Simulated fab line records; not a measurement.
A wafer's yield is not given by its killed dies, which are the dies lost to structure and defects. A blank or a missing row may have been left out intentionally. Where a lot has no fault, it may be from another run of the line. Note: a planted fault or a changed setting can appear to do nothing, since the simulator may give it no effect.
Problem report, 8D (eight disciplines) form, completed by code :: flow n5Finfet :: the parts of the form that need people (team, actions taken, sign-off) are left out

## 1. WHAT IS WRONG
Wafers without a fault read 1500.0 rpm, standard deviation 1; spinSpeedRpm at N5_BEOL_M8_COAT_71 reads a mean of 1409.9 rpm on 6 wafers belonging to 2 lots. That puts it -90 standard deviations away from the usual mean.
The step: time 60 s, resist thk 5 nm.
First observed at day 17 18:32: wafer L524.1, on lithoTrack-04. At this step, 12 wafers from 4 lots have a number in the record. By rule, "out" or "out of limits" means more than 4 standard deviations away from the usual mean. The rest of the wafers with a number are treated as sound.

## 2. WHAT IT IS, WHAT IT ISN'T
question: which readings at this step
is: spinSpeedRpm
is not: exhaustPa, heaterPowerTotalW, plateTempC, resistLineTempC

question: which lots
is: L523, L524
is not: L519, L526

question: which wafers of those lots
is: all that have a number
is not: -

question: read on which tools
is: lithoTrack-04
is not: lithoTrack-03

question: when
is: from day 17 18:32
is not: up to then (3 sound wafers); but 3 sound wafers of L526 came after

## 3. THE SUSPECTS, EACH WITH WHAT RULES IT OUT
Counting: a tool stays on the suspect list if, at a process step up to the reading, it processed all lots that are out and no sound lot following the first of them.
- lithoTrack-04 at N5_BEOL_M8_COAT_71 (time 60 s, resist thk 5 nm): kept. It processed each lot that is out, first L524 at day 17 18:32, and no sound lot thereafter; up to then, the last sound lot it processed was L519 at day 17 07:20. Its own readings are out on those wafers: spinSpeedRpm.
The count leaves lithoTrack-04 at N5_BEOL_M8_COAT_71.

## 4. THE CAUSE (what the simulator had put in)
Process parameter drift: lithoTrack-04, from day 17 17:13 on, at N5_BEOL_M8_COAT_71. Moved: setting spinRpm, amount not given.
Only this tool survived the counting.

## 5. SEQUENCE OF EFFECTS, ordered by route
Rows list readings where the struck wafers' mean (over those with a number) sits beyond 3 standard deviations from the usual. Only readings whose record carries a usual standard deviation are examined. hours: median over the lots of the time between each lot's start at the first step of this table that gives one and its start at this step. sigmas: the change, counted in usual standard deviations.
hours: 0
step: N5_BEOL_M8_COAT_71
reading: spinSpeedRpm
usual: 1500.0 rpm
on struck wafers: 1409.9
change: -90.1
sigmas: -90
Its process steps:
- N5_BEOL_M8_COAT_71: time 60 s, resist thk 5 nm.

## 6. WHAT WOULD HAVE CAUGHT IT SOONER
In this record the first reading out of limits was taken at day 17 18:32, 1 hour after the fault began at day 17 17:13.
